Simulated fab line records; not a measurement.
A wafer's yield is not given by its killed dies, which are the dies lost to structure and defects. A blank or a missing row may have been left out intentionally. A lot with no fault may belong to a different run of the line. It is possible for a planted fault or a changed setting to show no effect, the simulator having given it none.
Split-lot study / flow n5Finfet / 21 wafers read across 7 lots, on a route 1938 steps long

## ON THE SPLIT
At N5_BEOL_M13_DEP_53 (deposits SiCN from 3MS/NH3, target thk 50 nm, time 17.8 s), the setting timeS was moved away from the recipe's 17.8 s on 6 of the 21 wafers read, by +4.6% to +11.5%. The other wafers ran this setting at the recipe's value.

Reading taken at the split's own step.

## THE READING
SiCN_of_BEOL_M13_DEP_53.thkNm (the simulator's own value, which no gauge read), in nm, at N5_BEOL_M13_DEP_53 (deposits SiCN from 3MS/NH3, target thk 50 nm, time 17.8 s). The file does not state a usual value for it. The 15 wafers here that ran the recipe average 50.1 nm, standard deviation 0.44 nm.

wafer=L074.1; tool, chamber at the split=pecvd-03, 0; timeS as run, s=17.8; against the recipe=recipe; SiCN_of_BEOL_M13_DEP_53.thkNm, nm=49.4; against lot-mates on the recipe=-
wafer=L074.2; tool, chamber at the split=pecvd-03, 2,1; timeS as run, s=17.8; against the recipe=recipe; SiCN_of_BEOL_M13_DEP_53.thkNm, nm=50; against lot-mates on the recipe=-
wafer=L074.4; tool, chamber at the split=pecvd-03, 2,1; timeS as run, s=17.8; against the recipe=recipe; SiCN_of_BEOL_M13_DEP_53.thkNm, nm=50; against lot-mates on the recipe=-
wafer=L076.4; tool, chamber at the split=pecvd-01, 0; timeS as run, s=17.8; against the recipe=recipe; SiCN_of_BEOL_M13_DEP_53.thkNm, nm=50.6; against lot-mates on the recipe=-
wafer=L076.5; tool, chamber at the split=pecvd-01, 1; timeS as run, s=17.8; against the recipe=recipe; SiCN_of_BEOL_M13_DEP_53.thkNm, nm=49.8; against lot-mates on the recipe=-
wafer=L076.6; tool, chamber at the split=pecvd-01, 2; timeS as run, s=17.8; against the recipe=recipe; SiCN_of_BEOL_M13_DEP_53.thkNm, nm=50.4; against lot-mates on the recipe=-
wafer=L078.2; tool, chamber at the split=pecvd-04, 1; timeS as run, s=18.61; against the recipe=+4.6%; SiCN_of_BEOL_M13_DEP_53.thkNm, nm=52; against lot-mates on the recipe=+0.8
wafer=L078.4; tool, chamber at the split=pecvd-04, 1; timeS as run, s=18.61; against the recipe=+4.6%; SiCN_of_BEOL_M13_DEP_53.thkNm, nm=52.4; against lot-mates on the recipe=+1.2
wafer=L078.6; tool, chamber at the split=pecvd-04, 0; timeS as run, s=17.8; against the recipe=recipe; SiCN_of_BEOL_M13_DEP_53.thkNm, nm=51.2; against lot-mates on the recipe=-
wafer=L084.2; tool, chamber at the split=pecvd-01, 0; timeS as run, s=17.8; against the recipe=recipe; SiCN_of_BEOL_M13_DEP_53.thkNm, nm=49.8; against lot-mates on the recipe=-
wafer=L084.5; tool, chamber at the split=pecvd-01, 0; timeS as run, s=17.8; against the recipe=recipe; SiCN_of_BEOL_M13_DEP_53.thkNm, nm=50.6; against lot-mates on the recipe=-
wafer=L084.6; tool, chamber at the split=pecvd-01, 1; timeS as run, s=17.8; against the recipe=recipe; SiCN_of_BEOL_M13_DEP_53.thkNm, nm=50.2; against lot-mates on the recipe=-
wafer=L087.1; tool, chamber at the split=pecvd-03, 2; timeS as run, s=19.84; against the recipe=+11.5%; SiCN_of_BEOL_M13_DEP_53.thkNm, nm=55.6; against lot-mates on the recipe=+5.6
wafer=L087.5; tool, chamber at the split=pecvd-03, 0; timeS as run, s=17.8; against the recipe=recipe; SiCN_of_BEOL_M13_DEP_53.thkNm, nm=50; against lot-mates on the recipe=-
wafer=L087.6; tool, chamber at the split=pecvd-03, 1; timeS as run, s=19.84; against the recipe=+11.5%; SiCN_of_BEOL_M13_DEP_53.thkNm, nm=56; against lot-mates on the recipe=+6.0
wafer=L090.1; tool, chamber at the split=pecvd-03, 1; timeS as run, s=17.8; against the recipe=recipe; SiCN_of_BEOL_M13_DEP_53.thkNm, nm=49.6; against lot-mates on the recipe=-
wafer=L090.3; tool, chamber at the split=pecvd-03, 2; timeS as run, s=17.8; against the recipe=recipe; SiCN_of_BEOL_M13_DEP_53.thkNm, nm=49.8; against lot-mates on the recipe=-
wafer=L090.6; tool, chamber at the split=pecvd-03, 2; timeS as run, s=17.8; against the recipe=recipe; SiCN_of_BEOL_M13_DEP_53.thkNm, nm=50.2; against lot-mates on the recipe=-
wafer=L095.2; tool, chamber at the split=pecvd-04, 2; timeS as run, s=19.28; against the recipe=+8.3%; SiCN_of_BEOL_M13_DEP_53.thkNm, nm=53.2; against lot-mates on the recipe=+2.8
wafer=L095.4; tool, chamber at the split=pecvd-04, 0; timeS as run, s=17.8; against the recipe=recipe; SiCN_of_BEOL_M13_DEP_53.thkNm, nm=50.4; against lot-mates on the recipe=-
wafer=L095.6; tool, chamber at the split=pecvd-04, 1; timeS as run, s=19.28; against the recipe=+8.3%; SiCN_of_BEOL_M13_DEP_53.thkNm, nm=54.6; against lot-mates on the recipe=+4.2
The file does not say which wafer passed through which chamber wherever a row lists several chambers: such a row stands for several wafers.

THE FIT
A straight line over all 21 wafers: SiCN_of_BEOL_M13_DEP_53.thkNm changes by +0.479 nm for each +1% of timeS; r = +0.97; the points scatter about the line by 0.47 nm.
The same after taking each lot's own level away (the mean of its wafers on the recipe; 21 wafers): +0.463 nm for each +1%; r = +0.96; scatter 0.53 nm.
On that fit, the largest move of timeS shifts the reading by 5.3 nm.
The lots' own levels span 49.80 to 51.20 nm, that is 3.2 times the standard deviation above.
Hence the lot-to-lot level has little effect on the slope; both slopes agree.
Check: for one of the wafers moved furthest among these (+11.5%), held out of the fit, the line's prediction against its lot-mates is +5.04 nm. It came out at +5.6 nm against them.

## THE FILE'S OWN FIT
SiCN_of_BEOL_M13_DEP_53.thkNm changes by +0.453 nm for each +1% of timeS, r = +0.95.
